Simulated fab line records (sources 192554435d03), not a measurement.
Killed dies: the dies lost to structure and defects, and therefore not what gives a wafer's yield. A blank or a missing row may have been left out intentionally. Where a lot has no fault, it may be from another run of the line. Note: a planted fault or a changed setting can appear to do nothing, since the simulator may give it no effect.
fab line records	flow n5-finfet
[record] lots = 10	wafers = 27	last-day = 18
route steps=1938 shown MOL_CONTACT_COAG@545 BEOL_M4@1111 PASSIVATION@1936
lots untouched by any fault: they come from a run of this same line in which no faults occurred
start-h: the number of hours between the record's first day and the start of the first shown wafer of the lot	wait-h: time in hours since the lot's previous step	" identical to the entry in the row above	L1.1+2: one row covering several wafers at once	- no value present, or no start provided	* or withheld: withheld	< > ~ a bound
route shown NAME@n: a module of which the file shows steps, and the number in the route of the first	usual: mean/standard deviation taken from wafers without a fault	same: alike in all rows	chamber/n: place in a boat	sites: per-site readings	_std_site: how widely they spread, as a standard deviation	_edge_site: mean of outer sites minus mean of inner sites	radius-mm: for every site, how far away it sits from the centre of the wafer	mask NAME#n: copy n	behind: the most recent tool/chamber to have shaped the wafer	hold: cause of the lot's hold/its duration in hours/its outcome	device: the n, p or np transistor that did not switch	end of line: the same wafers' tests at the end of the route	where a step has no rows: the recipe by itself	killed: dies lost to structure and defects at the first sort, not the wafer's yield	map: shows each die of a wafer: x if killed, . if not, _ if none is there
set.NAME: the setting the step ran with; set.NAME@STEP: the setting that earlier step ran with	model.NAME: the simulator's own value behind a step, which no gauge read
steps of the route over a sample of lots; a table a step, a row a wafer
services: the hour from which a tool's chamber was out of use, counted from the record's first day as start-h (under 0 if before that day), plus the number of hours and why
[[steps]]
[step N5_MOL_CONTACT_COAG_SIL_ANNEAL_21]
[recipe] temp-c = 550	time-s = 60	ambient = N2
[usual] lamp-power-pct = 6.88/0.16	lamp_zone_3_pct = 6.88/0.16	wafer_temp_C_max = 553.2/1
lot.wafer	tool	chamber	start-h	wait-h	lamp-power-pct	lamp_zone_3_pct	wafer_temp_C_max
L450.1	rtp-anneal-02	0	115.20	0.2	6.64	6.62	554.1
L450.3	"	0	"	"	6.63	6.61	554.5
L450.4	"	0	"	"	6.63	6.63	554.6
L453.1	rtp-anneal-01	0	132.86	0.2	6.99	6.98	553.2
L453.3	"	0	"	"	6.96	6.97	552.6
L453.6	"	0	"	"	6.97	6.98	552.6
L454.1	rtp-anneal-01	0	141.15	0.3	6.99	6.97	552.1
L454.3	"	0	"	"	6.97	6.98	552.4
L454.4	"	0	"	"	6.97	6.97	552.6
L455.2	rtp-anneal-02	0	144.76	0.3	6.63	6.61	554.0
L455.3	"	0	"	"	6.63	6.63	553.7
L455.6	"	0	"	"	6.63	6.62	555.3
L456.3	rtp-anneal-01	0	151.38	0.3	6.99	6.97	552.4
L456.5	"	0	"	"	6.99	6.99	552.6
L463.3	rtp-anneal-01	0	192.17	0.4	6.98	6.98	553.0
L463.6	"	0	"	"	6.97	6.97	552.4
L465.1	rtp-anneal-01	0	207.24	0.2	6.98	6.98	552.8
L465.4	"	0	"	"	6.98	6.99	552.2
L465.5	"	0	"	"	6.98	6.97	553.2
L466.2	rtp-anneal-01	0	209.12	0.4	6.99	6.98	552.5
L466.3	"	0	"	"	6.99	6.98	552.3
L466.4	"	0	"	"	6.98	6.97	552.9
L467.4	rtp-anneal-01	0	217.74	0.3	6.98	6.97	553.9
L467.5	"	0	"	"	6.98	6.98	553.2
L469.2	rtp-anneal-01	0	229.84	0.3	6.98	6.98	553.1
L469.4	"	0	"	"	6.98	6.99	552.4
L469.5	"	0	"	"	6.98	6.99	552.5
[step N5_MOL_CONTACT_COAG_ANNEAL_113]
[recipe] temp-c = 400	time-s = 300	ambient = H2/N2
[usual] anneal-temp-c-max = 402.0/0.36	lamp-power-pct = 2.91/0.074	lamp_zone_3_pct = 2.91/0.074	wafer_temp_C_max = 402.8/0.87
lot.wafer	tool	chamber	start-h	wait-h	anneal-temp-c-max	lamp-power-pct	lamp_zone_3_pct	wafer_temp_C_max
L450.1	rtp-anneal-01	0	118.31	0.3	401.7	3.00	3.00	401.9
L450.3	"	0	"	"	401.4	3.00	3.00	401.7
L450.4	"	0	"	"	401.6	3.00	3.00	401.6
L453.1	rtp-anneal-01	0	134.16	0.3	402.2	3.00	3.00	403.0
L453.3	"	0	"	"	402.2	3.00	3.00	402.3
L453.6	"	0	"	"	402.1	3.00	3.00	402.3
L454.1	rtp-anneal-02	0	142.16	0.3	402.3	2.85	2.85	404.0
L454.3	"	0	"	"	402.1	2.85	2.85	403.0
L454.4	"	0	"	"	401.6	2.85	2.84	403.3
L455.2	rtp-anneal-02	0	146.86	0.5	402.1	2.85	2.85	402.8
L455.3	"	0	"	"	401.6	2.84	2.85	402.7
L455.6	"	0	"	"	402.1	2.85	2.85	404.5
L456.3	rtp-anneal-01	0	153.13	0.6	402.2	3.00	3.00	401.7
L456.5	"	0	"	"	402.6	3.00	3.00	402.4
L463.3	rtp-anneal-01	0	194.10	0.8	402.2	3.00	2.99	401.9
L463.6	"	0	"	"	402.1	3.00	3.00	401.6
L465.1	rtp-anneal-02	0	208.77	0.4	401.6	2.85	2.85	403.9
L465.4	"	0	"	"	401.6	2.84	2.85	404.1
L465.5	"	0	"	"	402.0	2.85	2.84	403.4
L466.2	rtp-anneal-02	0	212.14	0.5	402.5	2.85	2.85	403.7
L466.3	"	0	"	"	401.5	2.85	2.85	403.6
L466.4	"	0	"	"	402.3	2.85	2.85	403.9
L467.4	rtp-anneal-02	0	219.29	0.5	401.9	2.85	2.85	404.3
L467.5	"	0	"	"	402.2	2.85	2.85	403.4
L469.2	rtp-anneal-01	0	231.94	0.8	402.1	2.99	3.00	402.0
L469.4	"	0	"	"	402.5	3.00	3.00	401.7
L469.5	"	0	"	"	402.3	3.00	3.00	402.0
[step N5_MOL_CONTACT_COAG_CMP_23]
[recipe] stop-on = SiO2	t-overpolish-s = 1.5	post-cmp-clean = cu-alkaline	down-force-psi = 2	platen-rpm = 50.289	pad-velocity-m-s = 1.0006	target-thk-nm = 0
[usual] motor-current-A = 8.4/1.1	overpolish-run-s = 1.500/0.0089	time-to-endpoint-s = 9.3/2.5
lot.wafer	tool	chamber	start-h	wait-h	motor-current-A	overpolish-run-s	time-to-endpoint-s
L450.3	cmp-01	2	121.78	0.0	10.1	1.518	15.0
L450.4	"	3	"	"	10.5	1.499	14.1
L450.1	"	0	"	"	8.7	1.504	8.8
L453.1	cmp-01	0	136.77	0.0	8.7	1.490	3.1
L453.3	"	1	"	"	8.6	1.496	6.0
L453.6	"	1	"	"	8.8	1.498	5.2
L454.3	cmp-01	3	144.81	0.0	10.9	1.481	11.0
L454.4	"	0	"	"	8.2	1.480	7.2
L454.1	"	2	"	"	9.3	1.494	10.5
L455.3	cmp-01	1	151.20	0.1	8.7	1.511	5.6
L455.2	"	2	"	"	9.6	1.506	7.0
L455.6	"	0	"	"	8.4	1.504	6.3
L456.3	cmp-04	2	154.66	0.1	7.7	1.519	9.9
L456.5	"	0	"	"	8.1	1.493	12.6
L463.3	cmp-04	1	196.51	0.1	7.7	1.516	14.4
L463.6	"	2	"	"	7.2	1.493	12.1
L465.4	cmp-04	2	211.76	0.1	7.1	1.475	10.1
L465.1	"	0	"	"	7.8	1.500	13.6
L465.5	"	1	"	"	7.5	1.497	13.0
L466.3	cmp-02	3	213.98	0.0	8.3	1.493	8.6
L466.4	"	0	"	"	8.4	1.509	7.8
L466.2	"	1	"	"	9.0	1.499	12.7
L467.4	cmp-02	1	221.01	0.1	8.5	1.490	12.7
L467.5	"	1	"	"	8.9	1.506	12.6
L469.4	cmp-02	1	236.48	0.0	8.5	1.486	13.2
L469.2	"	0	"	"	8.4	1.501	11.0
L469.5	"	1	"	"	8.5	1.494	11.3
[step N5_MOL_CONTACT_COAG_PECVD_31]
[recipe] material = SiO2	target-thk-a = 460	temp-c = 400	precursor = TEOS/O2	pressure-torr = 6.5	rf-w = withheld	teos-flow-sccm = withheld	gas = O2	flow-sccm = 2650	time-s = 8.9
[usual] chamber-pressure-Torr = 6.502/0.013
lot.wafer	tool	chamber	start-h	wait-h	chamber-pressure-Torr	since-wet-clean-h
L450.1	pecvd-04	1	125.21	0.3	6.498	1554
L450.3	"	2	"	"	6.524	75
L450.4	"	2	"	"	6.515	-
L453.1	pecvd-01	1	140.00	0.3	-	-
L453.3	"	0	"	"	-	-
L453.6	"	0	"	"	-	-
L454.1	pecvd-03	0	148.03	0.3	-	-
L454.3	"	2	"	"	-	-
L454.4	"	0	"	"	-	-
L455.2	pecvd-04	1	154.38	0.3	-	-
L455.3	"	2	"	"	-	-
L455.6	"	2	"	"	-	-
L456.3	pecvd-01	1	157.81	0.3	6.501	1768
L456.5	"	1	"	"	6.497	-
L463.3	pecvd-04	1	199.62	0.3	6.516	1628
L463.6	"	1	"	"	6.524	-
L465.1	pecvd-04	1	215.04	0.3	6.506	1644
L465.4	"	2	"	"	6.485	-
L465.5	"	0	"	"	6.485	-
L466.2	pecvd-01	1	217.22	0.3	6.490	1827
L466.3	"	0	"	"	6.532	1102
L466.4	"	0	"	"	6.529	-
L467.4	pecvd-01	2	225.53	0.3	6.493	-
L467.5	"	0	"	"	6.481	-
L469.2	pecvd-01	2	239.72	0.3	6.532	371
L469.4	"	2	"	"	6.500	-
L469.5	"	1	"	"	6.519	-
[step N5_MOL_CONTACT_COAG_CD_MEAS_137]
[recipe] target-cd-nm = 16
[usual] cd-nm = 16.0/0.44
lot.wafer	tool	chamber	start-h	wait-h	cd-nm
L450.1	cd-sem-02	-	126.60	0.0	15.5
L450.3	"	-	"	"	15.9
L450.4	"	-	"	"	16.4
L453.1	cd-sem-02	-	141.81	0.0	-
L453.3	"	-	"	"	-
L453.6	"	-	"	"	-
L454.1	cd-sem-03	-	149.30	0.0	-
L454.3	"	-	"	"	-
L454.4	"	-	"	"	-
L455.2	cd-sem-01	-	155.77	0.0	-
L455.3	"	-	"	"	-
L455.6	"	-	"	"	-
L456.3	cd-sem-01	-	159.23	0.0	16.3
L456.5	"	-	"	"	15.1
L463.3	cd-sem-01	-	201.36	0.0	16.7
L463.6	"	-	"	"	16.8
L465.1	cd-sem-01	-	216.68	0.0	16.0
L465.4	"	-	"	"	16.2
L465.5	"	-	"	"	17.1
L466.2	cd-sem-03	-	219.76	0.0	15.6
L466.3	"	-	"	"	16.9
L466.4	"	-	"	"	16.0
L467.4	cd-sem-02	-	226.83	0.0	15.6
L467.5	"	-	"	"	15.8
L469.2	cd-sem-01	-	241.78	0.0	16.2
L469.4	"	-	"	"	15.0
L469.5	"	-	"	"	16.4
[step N5_MOL_CONTACT_COAG_INSPECT_42]
[recipe] mode = adi	inspect-instrument = brightfield
[usual] raw-defect-count = 200/48
lot.wafer	tool	chamber	start-h	wait-h	raw-defect-count
L450.1	defect-inspect-02	-	127.01	0.1	140
L450.3	"	-	"	"	144
L450.4	"	-	"	"	141
L453.1	defect-inspect-02	-	142.21	0.1	1978
L453.3	"	-	"	"	1993
L453.6	"	-	"	"	2061
L454.1	defect-inspect-01	-	149.83	0.1	1887
L454.3	"	-	"	"	1956
L454.4	"	-	"	"	1965
L455.2	defect-inspect-02	-	156.31	0.0	1926
L455.3	"	-	"	"	1938
L455.6	"	-	"	"	1918
L456.3	defect-inspect-02	-	159.81	0.0	147
L456.5	"	-	"	"	124
L463.3	defect-inspect-01	-	201.89	0.0	156
L463.6	"	-	"	"	168
L465.1	defect-inspect-01	-	217.08	0.1	173
L465.4	"	-	"	"	224
L465.5	"	-	"	"	269
L466.2	defect-inspect-01	-	220.29	0.0	172
L466.3	"	-	"	"	303
L466.4	"	-	"	"	205
L467.4	defect-inspect-02	-	227.36	0.0	218
L467.5	"	-	"	"	233
L469.2	defect-inspect-01	-	242.19	0.0	226
L469.4	"	-	"	"	248
L469.5	"	-	"	"	324
[step N5_BEOL_M4_RC_MEAS_101]
[usual] DIBL_N = 36.2/2.2	DIBL_P = 36.5/3	IOFF_N = 0.16/0.039	IOFF_P = 0.22/0.047	ION_N = 675/15	ION_P = 463/10	SS_N = 71.6/0.71	SS_P = 73.4/0.94	VT_N = 250/3.6	VT_P = -250/3.9
lot.wafer	tool	chamber	start-h	wait-h	DIBL_N[mV/V]	DIBL_P[mV/V]	IOFF_N[nA/um]	IOFF_P[nA/um]	ION_N[uA/um]	ION_P[uA/um]	SS_N[mV/dec]	SS_P[mV/dec]	VT_N[mV]	VT_P[mV]
L450.1	prober-02	0	194.60	0.0	35.1	35.7	0.14	0.18	664	451	71.3	73.3	253	-254
L450.3	"	0	"	"	35.4	37.1	0.15	0.21	678	468	71.5	73.0	250	-250
L450.4	"	0	"	"	32.2	32.7	0.10	0.16	650	450	70.5	72.2	257	-253
L456.3	prober-02	0	227.28	0.3	37.8	41.4	0.19	0.29	672	471	72.0	73.6	249	-245
L456.5	"	0	"	"	32.0	33.5	0.10	0.17	647	454	69.9	72.1	255	-251
L463.3	prober-02	0	280.46	0.3	36.8	36.2	0.18	0.21	690	460	72.1	73.8	246	-250
L463.6	"	0	"	"	38.3	38.6	0.21	0.24	686	462	71.9	74.4	244	-248
L466.2	prober-01	0	286.86	0.2	36.1	37.7	0.18	0.27	673	466	72.0	74.1	249	-245
L466.3	"	0	"	"	34.7	35.3	0.15	0.22	683	473	71.0	73.4	249	-248
L466.4	"	0	"	"	37.6	37.5	0.20	0.26	681	467	71.9	73.8	244	-247
L467.4	prober-01	0	289.51	0.5	37.0	38.9	0.16	0.22	673	455	71.2	73.2	251	-252
L467.5	"	0	"	"	37.9	40.3	0.17	0.23	672	460	72.0	73.9	251	-250
L465.1	prober-02	0	289.62	0.0	32.2	32.2	0.12	0.19	669	476	70.6	71.6	251	-247
L465.4	"	0	"	"	35.6	35.7	0.16	0.24	678	466	71.2	72.7	248	-244
L465.5	"	0	"	"	36.5	37.0	0.18	0.29	686	475	71.6	73.8	244	-240
L469.2	prober-01	0	321.09	0.2	34.2	36.4	0.15	0.21	678	460	71.5	74.1	248	-249
L469.4	"	0	"	"	36.0	37.1	0.18	0.22	682	462	71.9	73.2	246	-250
L469.5	"	0	"	"	32.6	33.2	0.12	0.17	665	457	71.3	72.6	251	-254
[step N5_PASSIVATION_PROBE_49]
[usual] defect-limited-yield = 91.5/1.5	killed_at_M0_to_M3 = 32/10	killed_at_M4_up = 13/4.9	killed-at-contacts = 13/6.1	killed-at-front-end = 38/11	killed-at-other = 3/3.2	killed-dies = 101/18	killed-on-rim = 13/4.4	killed-open = 66/13	killed-short = 32/8.3	sort_bin_5_function = 5.0/1	sort_bin_6_memory = 3.2/0.74	sort-n-pass = 1078/22	sort-yield-pct = 91.3/1.9
[same] gross-dies = 1180	killed-at-back-side = 0	sort_bin_4_leakage[%] = 0	sort_bin_8_speed[%] = 0
lot.wafer	tool	chamber	start-h	wait-h	defect-limited-yield[%]	killed_at_M0_to_M3	killed_at_M4_up	killed-at-contacts	killed-at-front-end	killed-at-other	killed-dies	killed-on-rim	killed-open	killed-short	sort_bin_5_function[%]	sort_bin_6_memory[%]	sort-n-pass	sort-yield-pct[%]
L450.1	prober-01	-	300.42	0.0	91.4	28	19	9	43	2	101	16	75	23	5.1	3.4	1079	91.4
L450.3	prober-01	-	300.52	0.1	91.8	50	10	12	23	2	97	17	67	29	3.9	4.0	1083	91.8
L450.4	prober-01	-	300.57	0.2	88.2	35	25	12	63	4	139	17	92	45	6.8	4.5	1041	88.2
L453.1	prober-02	-	326.72	0.0	0	11	4	1160	5	0	1180	152	17	7	72.5	3.4	0	0
L453.3	prober-02	-	326.82	0.1	0	4	1	1167	8	0	1180	152	16	1	73.2	3.1	0	0
L453.6	prober-02	-	326.97	0.3	0	6	6	1156	6	6	1180	152	20	6	73.6	3.2	0	0
L454.1	prober-02	-	329.41	0.0	0	7	2	1162	9	0	1180	152	13	5	73.8	2.9	0	0
L454.3	prober-02	-	329.51	0.1	0	7	1	1163	8	1	1180	152	10	9	73.1	2.1	0	0
L454.4	prober-02	-	329.56	0.2	0	3	2	1166	9	0	1180	152	9	6	73.0	3.6	0	0
L455.2	prober-01	-	333.62	0.3	0	9	1	1163	7	0	1180	152	7	11	72.8	3.5	0	0
L455.3	prober-01	-	333.67	0.3	0	6	5	1160	8	1	1180	152	17	7	73.7	2.8	0	0
L455.6	prober-01	-	333.82	0.5	0	6	3	1165	4	2	1180	152	13	4	75.9	2.3	0	0
L456.3	prober-02	-	335.45	0.1	90.3	32	7	8	64	4	115	14	73	40	6.4	2.6	1065	90.3
L456.5	prober-02	-	335.55	0.2	91.1	32	9	6	54	4	105	20	68	36	5.4	3.1	1075	91.1
L463.3	prober-02	-	386.81	0.1	91.6	15	12	12	58	2	99	8	56	42	4.4	3.6	1081	91.6
L463.6	prober-02	-	386.96	0.3	94.9	14	13	10	23	0	60	10	39	20	3.4	1.4	1120	94.9
L466.2	prober-01	-	402.30	0.1	93.9	27	18	5	20	2	72	11	52	19	2.5	3.3	1108	93.9
L466.3	prober-01	-	402.35	0.1	91.4	46	16	7	33	0	102	17	59	41	4.8	3.4	1078	91.4
L466.4	prober-01	-	402.40	0.2	91.0	36	16	10	42	2	106	12	77	28	5.6	3.2	1074	91.0
L467.4	prober-02	-	402.66	0.2	91.3	26	10	12	46	9	103	19	67	36	4.2	4.2	1077	91.3
L467.5	prober-02	-	402.71	0.2	90.8	29	17	15	43	5	109	12	67	42	5.4	3.2	1071	90.8
L465.1	prober-01	-	406.16	0.0	94.0	39	8	9	15	0	71	7	53	16	3.2	2.7	1109	94.0
L465.4	prober-01	-	406.31	0.2	90.8	49	13	10	36	1	109	15	68	40	6.3	2.7	1071	90.8
L465.5	prober-01	-	406.36	0.2	92.5	28	7	10	42	1	88	9	56	31	4.5	2.4	1092	92.5
L469.2	prober-02	-	430.68	0.1	93.5	26	8	11	23	9	77	6	47	29	3.2	2.9	1103	93.5
L469.4	prober-02	-	430.78	0.2	90.3	43	17	9	44	2	115	15	73	38	5.5	3.7	1065	90.3
L469.5	prober-02	-	430.83	0.2	92.1	34	9	7	37	6	93	15	56	35	4.2	3.5	1087	92.1
// killed by level:class
L450.1 STI_FIN_REVEAL:geometric-particle:open=18 MOL_CONTACT_COAG:geometric-particle:open=7 BEOL_M2:geometric-particle:open=7 BEOL_M3:geometric-particle:open=7 STARTING-WAFER:geometric-particle:open=6 STI_FIN_REVEAL:geometric-particle:short=5 BEOL_M5:geometric-particle:open=5 BEOL_M1:geometric-particle:open=5
L450.3 BEOL_M3:geometric-particle:open=16 MOL_CONTACT_COAG:geometric-particle:open=10 BEOL_M1:geometric-particle:open=7 BEOL_M3:geometric-particle:short=7 FIN_SAQP:geometric-particle:short=6 BEOL_M0_SAQP:geometric-particle:open=6 BEOL_M2:geometric-particle:open=5 BEOL_M4:geometric-particle:open=5
L450.4 STI_FIN_REVEAL:geometric-particle:open=15 FIN_SAQP:geometric-particle:short=13 BEOL_M3:geometric-particle:open=11 MOL_CONTACT_COAG:geometric-particle:open=10 BEOL_M1:geometric-particle:open=9 FIN_SAQP:geometric-particle:open=8 BEOL_M0_SAQP:geometric-particle:short=8 BEOL_M4:geometric-particle:open=8
L453.1 MOL_CONTACT_COAG:lost-pattern=1150 MOL_CONTACT_COAG:area-pecvd=6 MOL_CONTACT_COAG:geometric-particle:open=4 BEOL_M0_SAQP:geometric-particle:open=4 BEOL_M0_SAQP:geometric-particle:short=3 STI_FIN_REVEAL:geometric-particle:open=2 BEOL_M3:geometric-particle:short=2 DUMMY_GATE:geometric-particle:open=1
L453.3 MOL_CONTACT_COAG:lost-pattern=1159 STI_FIN_REVEAL:geometric-particle:open=4 MOL_CONTACT_COAG:geometric-particle:open=4 MOL_CONTACT_COAG:area-pecvd=4 BEOL_M3:geometric-particle:open=3 FIN_SAQP:geometric-particle:open=1 FIN_SAQP:geometric-particle:short=1 DUMMY_GATE:geometric-particle:open=1
L453.6 MOL_CONTACT_COAG:lost-pattern=1147 MOL_CONTACT_COAG:area-pecvd=7 STI_FIN_REVEAL:geometric-particle:open=5 MIM_TOP_ETCH:geometric-particle:open=3 BEOL_M3:geometric-particle:open=2 BEOL_M4:geometric-particle:short=2 PASS1_CAP:geometric-particle:open=2 MOL_CONTACT_COAG:geometric-particle:open=2
L454.1 MOL_CONTACT_COAG:lost-pattern=1158 FIN_SAQP:geometric-particle:short=4 MOL_CONTACT_COAG:area-pecvd=4 STI_FIN_REVEAL:geometric-particle:open=3 BEOL_M2:geometric-particle:open=3 FIN_SAQP:geometric-particle:open=1 BEOL_M0:geometric-particle:open=1 BEOL_M0_SAQP:geometric-particle:open=1
L454.3 MOL_CONTACT_COAG:lost-pattern=1158 BEOL_M2:geometric-particle:open=3 MOL_CONTACT_COAG:area-pecvd=3 FIN_SAQP:geometric-particle:short=2 DUMMY_GATE:geometric-particle:open=2 DUMMY_GATE:geometric-particle:short=2 MOL_CONTACT_COAG:geometric-particle:open=2 BEOL_M0_SAQP:geometric-particle:short=2
L454.4 MOL_CONTACT_COAG:lost-pattern=1162 MOL_CONTACT_COAG:area-pecvd=3 FIN_SAQP:geometric-particle:short=2 FIN_SAQP:geometric-particle:open=2 ILD0:geometric-particle:open=1 STI_FIN_REVEAL:geometric-particle:open=1 DUMMY_GATE:geometric-particle:open=1 MOL_CONTACT_COAG:geometric-particle:short=1
L455.2 MOL_CONTACT_COAG:lost-pattern=1159 FIN_SAQP:geometric-particle:short=3 BEOL_M3:geometric-particle:open=3 MOL_CONTACT_COAG:area-pecvd=3 BEOL_M0_SAQP:geometric-particle:short=2 BEOL_M3:geometric-particle:short=2 STI_FIN_REVEAL:geometric-particle:open=1 SDB:geometric-particle:short=1
L455.3 MOL_CONTACT_COAG:lost-pattern=1150 MOL_CONTACT_COAG:area-pecvd=5 MOL_CONTACT_COAG:geometric-particle:open=4 BEOL_M0_SAQP:geometric-particle:open=3 BEOL_M7:geometric-particle:open=2 STARTING-WAFER:geometric-particle:short=2 FIN_SAQP:geometric-particle:short=1 FIN_CUT:geometric-particle:short=1
L455.6 MOL_CONTACT_COAG:lost-pattern=1151 MOL_CONTACT_COAG:area-pecvd=12 FIN_SAQP:geometric-particle:short=2 MOL_CONTACT_COAG:geometric-particle:open=2 BEOL_M0_SAQP:geometric-particle:open=2 BEOL_M1:geometric-particle:open=2 FIN_SAQP:geometric-particle:open=1 BEOL_M2:geometric-particle:open=1
L456.3 FIN_SAQP:geometric-particle:short=14 FIN_SAQP:geometric-particle:open=13 GATE_CUT:geometric-particle:open=8 GATE_CUT:geometric-particle:short=7 BEOL_M0_SAQP:geometric-particle:open=6 BEOL_M1:geometric-particle:open=6 BEOL_M2:geometric-particle:open=6 STI_FIN_REVEAL:geometric-particle:open=5
L456.5 FIN_SAQP:geometric-particle:open=17 FIN_SAQP:geometric-particle:short=12 BEOL_M0_SAQP:geometric-particle:open=11 GATE_CUT:geometric-particle:short=7 BEOL_M0_SAQP:geometric-particle:short=6 BEOL_M1:geometric-particle:open=6 GATE_CUT:geometric-particle:open=4 MOL_CONTACT_COAG:geometric-particle:open=4
L463.3 FIN_SAQP:geometric-particle:open=13 FIN_SAQP:geometric-particle:short=10 BEOL_M4:geometric-particle:open=8 MOL_CONTACT_COAG:geometric-particle:open=7 DUMMY_GATE:geometric-particle:short=5 MOL_CONTACT_COAG:geometric-particle:short=5 STI_FIN_REVEAL:geometric-particle:open=4 GATE_CUT:geometric-particle:short=4
L463.6 MOL_CONTACT_COAG:geometric-particle:short=5 MOL_CONTACT_COAG:geometric-particle:open=5 BEOL_M4:geometric-particle:open=5 DUMMY_GATE:geometric-particle:open=4 BEOL_M0_SAQP:geometric-particle:open=4 BEOL_M1:geometric-particle:open=4 STARTING-WAFER:geometric-particle:short=3 STI_FIN_REVEAL:geometric-particle:open=3
L466.2 BEOL_M4:geometric-particle:open=12 BEOL_M0_SAQP:geometric-particle:open=8 BEOL_M0_SAQP:geometric-particle:short=6 BEOL_M2:geometric-particle:open=5 DUMMY_GATE:geometric-particle:open=4 MOL_CONTACT_COAG:geometric-particle:open=4 BEOL_M3:geometric-particle:open=4 STI_FIN_REVEAL:geometric-particle:open=3
L466.3 BEOL_M0_SAQP:geometric-particle:short=11 FIN_SAQP:geometric-particle:short=9 BEOL_M0_SAQP:geometric-particle:open=9 BEOL_M2:geometric-particle:open=9 BEOL_M4:geometric-particle:open=7 BEOL_M1:geometric-particle:open=6 MOL_CONTACT_COAG:geometric-particle:open=5 FIN_SAQP:geometric-particle:open=4
L466.4 FIN_SAQP:geometric-particle:open=15 BEOL_M1:geometric-particle:open=11 BEOL_M4:geometric-particle:open=10 FIN_SAQP:geometric-particle:short=9 MOL_CONTACT_COAG:geometric-particle:open=9 BEOL_M0_SAQP:geometric-particle:open=9 STARTING-WAFER:geometric-particle:open=5 BEOL_M0_SAQP:geometric-particle:short=4
L467.4 DUMMY_GATE:geometric-particle:open=11 FIN_SAQP:geometric-particle:open=10 BEOL_M0_SAQP:geometric-particle:short=9 MOL_CONTACT_COAG:geometric-particle:open=8 FIN_SAQP:geometric-particle:short=6 BEOL_M0_SAQP:geometric-particle:open=6 STI_FIN_REVEAL:geometric-particle:open=6 GATE_CUT:geometric-particle:short=5
L467.5 MOL_CONTACT_COAG:geometric-particle:open=11 BEOL_M0_SAQP:geometric-particle:open=9 BEOL_M0_SAQP:geometric-particle:short=9 FIN_SAQP:geometric-particle:open=8 STI_FIN_REVEAL:geometric-particle:open=8 BEOL_M4:geometric-particle:open=7 STARTING-WAFER:geometric-particle:open=6 FIN_SAQP:geometric-particle:short=5
L465.1 MOL_CONTACT_COAG:geometric-particle:open=9 BEOL_M3:geometric-particle:open=9 BEOL_M1:geometric-particle:open=7 BEOL_M0_SAQP:geometric-particle:open=6 BEOL_M2:geometric-particle:open=6 FIN_SAQP:geometric-particle:open=5 BEOL_M0_SAQP:geometric-particle:short=3 BEOL_M3:geometric-particle:short=3
L465.4 BEOL_M3:geometric-particle:open=10 BEOL_M0_SAQP:geometric-particle:short=9 FIN_SAQP:geometric-particle:open=8 BEOL_M4:geometric-particle:open=8 STI_FIN_REVEAL:geometric-particle:open=8 BEOL_M2:geometric-particle:open=7 FIN_SAQP:geometric-particle:short=6 MOL_CONTACT_COAG:geometric-particle:open=6
L465.5 FIN_SAQP:geometric-particle:short=15 FIN_SAQP:geometric-particle:open=12 MOL_CONTACT_COAG:geometric-particle:open=9 STI_FIN_REVEAL:geometric-particle:open=8 BEOL_M1:geometric-particle:open=7 BEOL_M3:geometric-particle:open=6 BEOL_M0_SAQP:geometric-particle:short=6 BEOL_M0_SAQP:geometric-particle:open=4
L469.2 STI_FIN_REVEAL:geometric-particle:open=6 MOL_CONTACT_COAG:geometric-particle:open=6 BEOL_M0_SAQP:geometric-particle:open=6 BEOL_M2:geometric-particle:open=6 BEOL_M2:geometric-particle:short=6 MOL_CONTACT_COAG:geometric-particle:short=5 MIM_TOP:geometric-particle:short=5 FIN_SAQP:geometric-particle:short=3
L469.4 FIN_SAQP:geometric-particle:short=13 BEOL_M2:geometric-particle:open=12 FIN_SAQP:geometric-particle:open=11 BEOL_M3:geometric-particle:open=9 BEOL_M0_SAQP:geometric-particle:short=9 MOL_CONTACT_COAG:geometric-particle:open=8 BEOL_M0_SAQP:geometric-particle:open=8 BEOL_M5:geometric-particle:open=5
L469.5 STI_FIN_REVEAL:geometric-particle:open=8 BEOL_M3:geometric-particle:open=8 BEOL_M0_SAQP:geometric-particle:short=6 FIN_SAQP:geometric-particle:short=5 FIN_SAQP:geometric-particle:open=5 DUMMY_GATE:geometric-particle:open=4 MOL_CONTACT_COAG:geometric-particle:open=4 BEOL_M0_SAQP:geometric-particle:open=4
[[services]]
tool	chamber	start-h	hours	kind
pecvd-04	1	93.20	3.1	repair
cmp-02	-	105.34	8.4	pm
cmp-01	-	110.09	5.6	pm
pecvd-04	2	115.95	6.9	repair
cmp-04	-	117.45	1.1	repair
pecvd-01	-	120.19	2.0	repair
cmp-02	-	120.21	4.8	pm
cmp-04	-	121.91	4.0	pm
cmp-02	-	125.63	1.4	repair
pecvd-01	-	126.90	0.9	repair
cmp-01	-	135.99	0.7	repair
cmp-04	-	138.52	3.1	repair
cmp-02	-	152.67	0.9	repair
cmp-04	-	163.46	1.9	repair
pecvd-04	-	170.44	0.4	repair
pecvd-03	1	184.02	19.0	repair
pecvd-04	-	190.11	0.7	repair
pecvd-04	2	206.38	3.8	repair
cmp-01	-	214.55	4.0	pm
cmp-01	-	218.55	-	consumable-replace:conditioner
cmp-01	-	218.55	-	consumable-replace:pad
cmp-04	-	232.99	0.6	repair
pecvd-01	0	235.44	5.5	scheduled-down
cmp-02	-	239.18	8.5	repair
[[key]]
[first-sign] step = N5_MOL_CONTACT_COAG_PECVD_31	reading = tool-record	direction = missing
[effect] step = N5_MOL_CONTACT_COAG_CD_MEAS_137	reading = cd-nm	direction = missing
[effect] step = N5_MOL_CONTACT_COAG_INSPECT_42	reading = raw-defect-count	direction = up	sigmas = 37	usual = 200	struck = 1958
[effect] step = N5_PASSIVATION_PROBE_49	reading = killed-at-contacts	direction = up	sigmas = 99+	usual = 13	struck = 1162
met-at N5_MOL_CONTACT_COAG_PECVD_31
struck-lots L453,L454,L455
later-rows-left-out L453.1,L453.3,L453.6,L454.1,L454.3,L454.4,L455.2,L455.3,L455.6
not-acting-at N5_MOL_CONTACT_COAG_SIL_ANNEAL_21,N5_MOL_CONTACT_COAG_ANNEAL_113,N5_MOL_CONTACT_COAG_CMP_23
onset-between 125.21 140.00
[fault] kind = skipped-step-whole	tool = pecvd-01,pecvd-03,pecvd-04	chamber = -	onset-h = 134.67	steps = N5_MOL_CONTACT_COAG_PECVD_31	scope = struck-lots-only
// later-rows-left-out: the simulator's readings of these wafers behind a module that went badly wrong aren't trusted and aren't shown, but for the sort
